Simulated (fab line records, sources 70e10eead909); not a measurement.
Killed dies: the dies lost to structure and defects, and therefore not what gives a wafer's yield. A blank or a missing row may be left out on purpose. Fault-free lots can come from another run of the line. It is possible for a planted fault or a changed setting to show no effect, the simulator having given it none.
A lot that was struck, set against a sound lot -- flow nand-harc -- 13 steps out of a route of 1302
Sound: these wafers, L878.2, L878.4, L878.6. Struck: wafers L885.3, L885.4 (left out: L885.5, a lot-mate that was not struck); the cause follows at the end.
Per side, at each step with rows, come the tool, then ch with its chambers, and then its first start. Under that, the readings that differ: sound wafers -- struck wafers -- difference of the means -- sigmas: that difference in standard deviations of wafers without a fault.
alike: readings with means less than 2 such deviations apart, plus words and numbers identical on both sides. not compared: withheld readings, readings lacking a value on some wafer, bounds such as >300 that could conceal the same value, and numbers that have no deviation in the record and whose values overlap.
The two part at a step that has a row with sigmas, a row that says differs or no value, or rows on one side only. When numbers do not overlap yet have no deviation, they are printed without sigmas and do not part them. A reading that every wafer of one side lacks parts them only if that side has two wafers or more.

first, 4 steps without rows for these wafers: NHARC_A_WL_FILL_STRIP_28 (strips in post etch residue remover, time 1200 s); NHARC_A_WL_FILL_PRECLEAN_06 (cleans in DIW, time 300 s); NHARC_A_WL_FILL_SRD_07; NHARC_A_WL_FILL_ANNEAL_08 (time 1800 s).
NHARC_A_WL_FILL_ALD_10: deposits SiO2, target thk 50 nm, pulse time 10 s, ald cycles 500.
  sound on ald-hk-03 ch 1,3, day 23 06:37; struck on ald-hk-03 ch 1,3, day 25 10:37
  alike: heater-power-outer-w, heater-power-w, precursor-pulse-height-rel
NHARC_A_WL_FILL_ETCHBACK_16: etches the open film in C4F8/O2/Ar, target depth 120 nm, time 24 s.
  sound on rie-diel-13 ch 0,1,3; struck on rie-diel-13 ch 1,3
  alike: oes-product-au, rf-vpp-V, run-length-s
  not compared: rf-hours-counter-h
NHARC_A_WL_FILL_STRIP_29: strips in O2, time 20 s.
  sound on rie-diel-13 ch 0,3, day 23 10:49; struck on rie-diel-13 ch 2,3, day 25 15:25
  alike: drypump-motor-current-A, oes-product-au, rf-vpp-V, showerhead-plenum-p-Torr, throttle-valve-pct
  not compared: rf-hours-counter-h
NHARC_A_WL_FILL_ETCHBACK_17: etches the open film in Cl2/BCl3, target depth 4 nm, time 26.7 s.
  sound on rie-metal-03 ch 0,1, day 23 10:55; struck on rie-metal-03 ch 0,1, day 25 15:33
  alike: drypump-motor-current-A, oes-product-au, run-length-s
  not compared: rf-hours-counter-h
then, 3 steps without rows for these wafers: NHARC_A_WL_FILL_PRECLEAN_18 (cleans in dHF, time 30 s); NHARC_A_WL_FILL_SRD_21; NHARC_A_WL_FILL_CVD_23 (deposits poly-Si, target thk 40 nm, time 800 s).
NHARC_A_WL_FILL_ETCHBACK_26: etches the open film in HBr, target depth 52 nm, time 13.3 s.
  sound on rie-si-01 ch 0,1,2, day 23 16:07; struck on rie-si-01 ch 1,3, day 25 19:56
reading,sound,struck,difference,sigmas
run-length-s (s),34.6 34.7 34.5,31.4 32.0,-2.9,-9
throttle-valve-pct (%),23.270 23.268 23.279,23.238 23.243,-0.032,-3
  alike: drypump-motor-current-A, oes-product-au
  not compared: rf-hours-counter-h
then, 1 step without rows for these wafers: NHARC_A_WL_FILL_PRECLEAN_30 (cleans in dHF, time 10 s).

== WHERE THEY PART ==
NHARC_A_WL_FILL_ETCHBACK_26 only, going by this record.

WHY: what the simulator had put in
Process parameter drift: rie-si-01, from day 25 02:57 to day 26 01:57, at NHARC_A_WL_FILL_ETCHBACK_26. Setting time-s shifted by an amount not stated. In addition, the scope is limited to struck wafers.
